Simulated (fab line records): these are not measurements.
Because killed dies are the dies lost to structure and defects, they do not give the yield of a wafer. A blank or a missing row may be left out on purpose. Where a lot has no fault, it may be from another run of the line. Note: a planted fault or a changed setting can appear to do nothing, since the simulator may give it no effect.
Split-lot experiment || flow n5Finfet || on a route of 1938 steps: 7 lots, 21 wafers read

== ABOUT THE SPLIT ==
At N5_SD_EPI_P_ETCH_37 (etches SOC in N2/H2, overetch 108 nm, time 486 s), the setting sourceW was moved away from the recipe's 3000 W on 3 of the 21 wafers read, by -12.3% to +14.2%. All remaining wafers had this setting at the recipe value.

The reading comes from the split's own step.

== THE READING ==
rfVppV, in V, at N5_SD_EPI_P_ETCH_37 (etches SOC in N2/H2, overetch 108 nm, time 486 s). A value of 240.6 V with a standard deviation of 1.3 V is what fault-free wafers of this fab line usually give.

{"wafer": "L077.4", "tool, chamber at the split": "rieDiel-03, 0", "sourceW as run, W": 3000, "against the recipe": "recipe", "rfVppV, V": 240.8, "against lot-mates on the recipe": "-"}
{"wafer": "L077.5", "tool, chamber at the split": "rieDiel-03, 3", "sourceW as run, W": 3000, "against the recipe": "recipe", "rfVppV, V": 239.5, "against lot-mates on the recipe": "-"}
{"wafer": "L077.6", "tool, chamber at the split": "rieDiel-03, 0", "sourceW as run, W": 3000, "against the recipe": "recipe", "rfVppV, V": 240.6, "against lot-mates on the recipe": "-"}
{"wafer": "L081.1", "tool, chamber at the split": "rieDiel-03, 1", "sourceW as run, W": 3000, "against the recipe": "recipe", "rfVppV, V": 241.5, "against lot-mates on the recipe": "-"}
{"wafer": "L081.5", "tool, chamber at the split": "rieDiel-03, 1", "sourceW as run, W": 3000, "against the recipe": "recipe", "rfVppV, V": 242.9, "against lot-mates on the recipe": "-"}
{"wafer": "L081.6", "tool, chamber at the split": "rieDiel-03, 0", "sourceW as run, W": 3268, "against the recipe": "+8.9%", "rfVppV, V": 232.9, "against lot-mates on the recipe": -9.3}
{"wafer": "L083.3", "tool, chamber at the split": "rieDiel-03, 3", "sourceW as run, W": 3000, "against the recipe": "recipe", "rfVppV, V": 241.2, "against lot-mates on the recipe": "-"}
{"wafer": "L083.4", "tool, chamber at the split": "rieDiel-03, 3", "sourceW as run, W": 3000, "against the recipe": "recipe", "rfVppV, V": 239.8, "against lot-mates on the recipe": "-"}
{"wafer": "L083.6", "tool, chamber at the split": "rieDiel-03, 0", "sourceW as run, W": 3000, "against the recipe": "recipe", "rfVppV, V": 239.5, "against lot-mates on the recipe": "-"}
{"wafer": "L084.4", "tool, chamber at the split": "rieDiel-03, 0", "sourceW as run, W": 3000, "against the recipe": "recipe", "rfVppV, V": 240.2, "against lot-mates on the recipe": "-"}
{"wafer": "L084.5", "tool, chamber at the split": "rieDiel-03, 2", "sourceW as run, W": 3000, "against the recipe": "recipe", "rfVppV, V": 241.0, "against lot-mates on the recipe": "-"}
{"wafer": "L084.6", "tool, chamber at the split": "rieDiel-03, 3", "sourceW as run, W": 3000, "against the recipe": "recipe", "rfVppV, V": 240.2, "against lot-mates on the recipe": "-"}
{"wafer": "L088.2", "tool, chamber at the split": "rieDiel-03, 0", "sourceW as run, W": 3000, "against the recipe": "recipe", "rfVppV, V": 241.5, "against lot-mates on the recipe": "-"}
{"wafer": "L088.5", "tool, chamber at the split": "rieDiel-03, 1", "sourceW as run, W": 3426, "against the recipe": "+14.2%", "rfVppV, V": 230.0, "against lot-mates on the recipe": -11.1}
{"wafer": "L088.6", "tool, chamber at the split": "rieDiel-03, 2", "sourceW as run, W": 3000, "against the recipe": "recipe", "rfVppV, V": 240.7, "against lot-mates on the recipe": "-"}
{"wafer": "L093.2", "tool, chamber at the split": "rieDiel-05, 3", "sourceW as run, W": 2630, "against the recipe": "-12.3%", "rfVppV, V": 250.8, "against lot-mates on the recipe": "+10.2"}
{"wafer": "L093.3", "tool, chamber at the split": "rieDiel-05, 0", "sourceW as run, W": 3000, "against the recipe": "recipe", "rfVppV, V": 241.7, "against lot-mates on the recipe": "-"}
{"wafer": "L093.5", "tool, chamber at the split": "rieDiel-05, 1", "sourceW as run, W": 3000, "against the recipe": "recipe", "rfVppV, V": 239.6, "against lot-mates on the recipe": "-"}
{"wafer": "L097.2", "tool, chamber at the split": "rieDiel-06, 2", "sourceW as run, W": 3000, "against the recipe": "recipe", "rfVppV, V": 239.7, "against lot-mates on the recipe": "-"}
{"wafer": "L097.4", "tool, chamber at the split": "rieDiel-06, 1", "sourceW as run, W": 3000, "against the recipe": "recipe", "rfVppV, V": 240.5, "against lot-mates on the recipe": "-"}
{"wafer": "L097.5", "tool, chamber at the split": "rieDiel-06, 2", "sourceW as run, W": 3000, "against the recipe": "recipe", "rfVppV, V": 239.7, "against lot-mates on the recipe": "-"}

FIT RESULTS
A straight line over all 21 wafers: rfVppV changes by -0.796 V for each +1% of sourceW; r = -0.97; the points scatter about the line by 0.91 V.
The same after taking each lot's own level away (the mean of its wafers on the recipe; 21 wafers): -0.843 V for each +1%; r = -0.98; scatter 0.76 V.
That fit puts the effect of the largest move of sourceW on the reading at 12 V.
Measured against the standard deviation above, the lots' own levels, which go from 239.97 to 242.20 V, span 1.7 times it.
The two slopes are in agreement: the lot-to-lot level therefore moves the slope only a little.
Check: -12.9 V against its lot-mates is what the line predicts for one of the wafers moved furthest among these (+14.2%) when that wafer is left out of the fit. It came out at -11.1 V against them.
Tool readings at the split's step, against how far the setting was moved: rfVppV r = -0.97.

== THESE WAFERS: OTHER SPLITS ==
Note: prior to the reading, these wafers also went through further splits. Each is held against what the fit with the lots' levels taken away leaves over:
{"other split on the same wafers": "N5_ZERO_LAYER_EXPOSE_08 doseMj", "wafers away from the commonest value": 6, "r with rfVppV (lot level and that fit taken away)": -0.07}
{"other split on the same wafers": "N5_ZERO_LAYER_DEVELOP_10 developTimeS", "wafers away from the commonest value": 8, "r with rfVppV (lot level and that fit taken away)": -0.18}
{"other split on the same wafers": "N5_PMOS_HMC_CHANNEL_EPI_PEB_07 pebTempC", "wafers away from the commonest value": 4, "r with rfVppV (lot level and that fit taken away)": "+0.19"}
{"other split on the same wafers": "N5_PMOS_HMC_CHANNEL_EPI_DEVELOP_08 developTimeS", "wafers away from the commonest value": 4, "r with rfVppV (lot level and that fit taken away)": "+0.04"}
{"other split on the same wafers": "N5_FIN_SAQP_COAT_49 spinRpm", "wafers away from the commonest value": 9, "r with rfVppV (lot level and that fit taken away)": -0.22}
{"other split on the same wafers": "N5_STI_FIN_REVEAL_ETCHBACK_08 timeS", "wafers away from the commonest value": 8, "r with rfVppV (lot level and that fit taken away)": "+0.20"}
{"other split on the same wafers": "N5_STI_FIN_REVEAL_PRECLEAN_17 timeS", "wafers away from the commonest value": 3, "r with rfVppV (lot level and that fit taken away)": -0.26}

== THE WHOLE CHAIN: every reading that the file lists as answering this split, in the file's order ==
{"step": "N5_SD_EPI_P_ETCH_37", "what it does": "etches SOC in N2/H2, overetch 108 nm, time 486 s", "reading": "rfVppV", "change (the file's fit)": "-0.844 V for each +1% of the setting", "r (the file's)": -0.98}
{"step": "N5_SD_EPI_P_ETCH_37", "what it does": "etches SOC in N2/H2, overetch 108 nm, time 486 s", "reading": "SiARC_of_SD_EPI_P_COAT_35.thkNm (the simulator's own value, which no gauge read)", "change (the file's fit)": "-0.137 nm for each +1% of the setting", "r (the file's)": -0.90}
{"step": "N5_SD_EPI_P_ETCHBACK_46", "what it does": "etches SiNx in CH3F/O2, stops on SiO2, target depth 17.5 nm", "reading": "SiARC_of_SD_EPI_P_COAT_35.thkNm (the simulator's own value, which no gauge read)", "change (the file's fit)": "-0.15 nm for each +1% of the setting", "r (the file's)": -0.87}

== THE FILE'S OWN FIT ==
rfVppV changes by -0.844 V for each +1% of sourceW, r = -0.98.
